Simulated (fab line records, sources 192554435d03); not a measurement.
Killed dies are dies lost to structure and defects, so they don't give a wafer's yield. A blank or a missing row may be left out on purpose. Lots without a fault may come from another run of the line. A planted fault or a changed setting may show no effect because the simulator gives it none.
Problem report in the 8D (eight disciplines) form, filled by code | flow n5_finfet | the parts of the form that need people (team, actions taken, sign-off) are left out

1. THE PROBLEM
trench_depth_nm at N5_BEOL_M13_OCD_MEAS_35 reads a mean of 207 nm on 1 wafer of 1 lot; wafers without a fault read 414 nm with a standard deviation of 4.7. That is -44 standard deviations from the usual mean.
First seen on wafer L418.2, day 13 23:46, on ocd-02. The record holds 18 wafers of 6 lots with a number at this step. Rule for "out", or "out of limits": more than 4 standard deviations from the usual mean. The other wafers with a number count as sound.

2. WHAT IT IS AND WHAT IT IS NOT
question                    | is                | is not
which readings at this step | trench_depth_nm   | -
which lots                  | L418              | L406, L407, L426, L428, L429
which wafers of those lots  | L418.2            | L418.1, L418.5
read on which gauges        | ocd-02            | ocd-01
when                        | from day 13 23:46 | up to then (8 sound wafers); but 9 sound wafers of L426, L428, L429 came after

3. SUSPECTS, AND WHAT RULES EACH OUT
Counting: a tool at a process step up to the reading stays a suspect if it ran every lot that is out. Sound lots after the first of them don't rule it out here, since some wafers of a struck lot are sound.
- the gauge at N5_BEOL_M13_OCD_MEAS_35: ruled out. All the wafers that are out were read on ocd-02, but those of them that N5_BEOL_M13_THK_MEAS_50 has rows for are out there too, on other tools.
- rie_diel-05 at N5_BEOL_M13_TRENCH_ETCH_34 (etches SiOC in C4F8/O2/Ar, target depth 413.47 nm, time 162.6 s): kept. It ran the lot that is out, L418 (day 13 23:35); its last sound lot up to then is L406 (day 11 04:07).
Left after counting: rie_diel-05 at N5_BEOL_M13_TRENCH_ETCH_34.

4. THE CAUSE (what the simulator had put in)
Process parameter drift: rie_diel-05, from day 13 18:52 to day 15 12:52, at N5_BEOL_M13_TRENCH_ETCH_34. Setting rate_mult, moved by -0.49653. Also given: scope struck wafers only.
Counting left only this tool.

5. THE CHAIN OF EFFECTS, in route order
Each row: a reading whose mean over the struck wafers that have a number lies more than 3 standard deviations from the usual. Only readings for which the record gives a usual standard deviation are gone through. hours: the time from each lot's start at the first step in this table that gives one to its start at this step, as a median over the lots. sigmas: the change in usual standard deviations.
hours | step                    | reading              | usual         | on struck wafers | change  | sigmas
0     | N5_BEOL_M13_OCD_MEAS_35 | trench_depth_nm      | 414 nm        | 207              | -207    | -44
3     | N5_BEOL_M13_THK_MEAS_50 | M13_THK              | 419 nm        | 210              | -209    | -34
4     | N5_BEOL_M13_RS_MEAS_54  | M13_RS               | 0.0450 ohm/sq | 0.0917           | +0.0467 | +86
13    | N5_BEOL_M15_RC_MEAS_101 | SERP_M13             | 0.310 ohm/um  | 0.648            | +0.338  | +68
13    | N5_BEOL_M15_RC_MEAS_101 | SERP_M13_max_site    | 0.313 ohm/um  | 0.661            | +0.348  | +67
30    | N5_PASSIVATION_PROBE_49 | defect_limited_yield | 91.3 %        | 82.5             | -8.8    | -6.8
30    | N5_PASSIVATION_PROBE_49 | killed_at_M4_up      | 13            | 147              | +134    | +26
30    | N5_PASSIVATION_PROBE_49 | killed_dies          | 102           | 207              | +105    | +6.6
30    | N5_PASSIVATION_PROBE_49 | killed_on_rim        | 13            | 29               | +16     | +4.2
30    | N5_PASSIVATION_PROBE_49 | sort_n_pass          | 1078          | 973              | -105    | -6.6
The process steps in it:
- N5_PASSIVATION_PROBE_49

6. WHAT WOULD HAVE CAUGHT IT SOONER
In this record the first reading out of limits at a measuring or inspecting step was taken at day 13 23:46, 5 hours after the fault began at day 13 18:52.
Of the tool readings at N5_BEOL_M13_TRENCH_ETCH_34 for which the record gives a usual standard deviation, none was out on any struck wafer, so an alarm limit of 4 standard deviations on them would not have fired.
All the lots that are out (1) had begun N5_BEOL_M13_TRENCH_ETCH_34 on rie_diel-05 by day 13 23:46. A hold on the tool at that time would have spared none of them.
